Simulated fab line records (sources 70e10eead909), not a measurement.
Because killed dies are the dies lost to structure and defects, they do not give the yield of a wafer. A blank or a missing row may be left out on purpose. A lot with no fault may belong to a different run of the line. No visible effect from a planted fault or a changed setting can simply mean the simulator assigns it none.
Matching of chambers ; flow nand-harc ; NHARC_P_M2_ETCH_35 on rie-diel-09: 3 sister chambers
The step etches the open film in N2/H2, target depth 40 nm, overetch 12 nm, time 43.94 s. 16 wafers are shown with their chamber, then 7 later ones without.

== EACH WAFER AND ITS CHAMBER ==
wafer;chamber;rf-vpp-V (V);oes-product-au (a.u.);n2-flow-sccm (sccm)
L297.2;2;428.0;0.992;149.0
L297.5;2;428.3;0.995;150.2
L297.6;3;426.6;0.995;149.8
L298.1;2;425.7;1.012;150.7
L298.2;3;426.5;0.997;150.2
L298.6;3;426.2;0.996;150.0
L300.1;3;426.2;0.999;149.8
L300.2;0;429.4;0.986;150.2
L300.3;2;428.1;0.987;149.9
L308.3;2;428.6;0.999;149.6
L308.5;3;427.2;1.003;150.4
L308.6;2;428.8;0.989;150.1
L312.1;3;426.0;0.995;150.3
L312.5;3;424.6;0.995;150.4
L312.6;0;430.6;0.990;149.3
L311.1;2;428.1;1.003;151.1

SIGNATURES (means of the wafers above)
reading;chamber 0;chamber 2;chamber 3;scatter within a chamber
rf-vpp-V;430.000;427.943;426.186;0.918
oes-product-au;0.98800;0.99671;0.99714;0.00631
n2-flow-sccm;149.750;150.086;150.129;0.533
Rule: distance of a wafer from a chamber = root of the sum over the readings of ((wafer's reading minus chamber's mean) / reading's scatter) squared. If the next closest chamber is less than 2 further off than the closest, the wafer can't be placed; otherwise it belongs to the closest. The scatter is the square root of a quotient: the sum, over the shown wafers, of each reading's squared deviation from its chamber's mean, divided by wafers minus chambers.

== WAFERS MISSING THEIR CHAMBER ==
wafer;rf-vpp-V (V);oes-product-au (a.u.);n2-flow-sccm (sccm)
L311.3;425.4;1.009;150.0
L313.2;427.1;0.984;150.1
L313.5;428.7;0.997;149.9
L313.6;429.4;0.999;150.1
L314.1;427.3;0.983;150.5
L314.2;430.3;1.000;150.6
L314.4;426.4;0.998;149.7

== THE CHAMBER EACH PASSED THROUGH ==
wafer;from the rows above;in truth
L311.3;can't be placed: 3 or 2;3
L313.2;can't be placed: 2 or 3 or 0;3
L313.5;can't be placed: 2 or 0 or 3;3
L313.6;can't be placed: 2 or 0 or 3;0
L314.1;can't be placed: 2 or 3 or 0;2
L314.2;can't be placed: 0 or 2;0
L314.4;can't be placed: 3 or 2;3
Placed correctly: 0 of 7. Cannot be placed on the basis of these rows: 7; the candidates contain the true chamber in 7. Placed wrongly: 0.
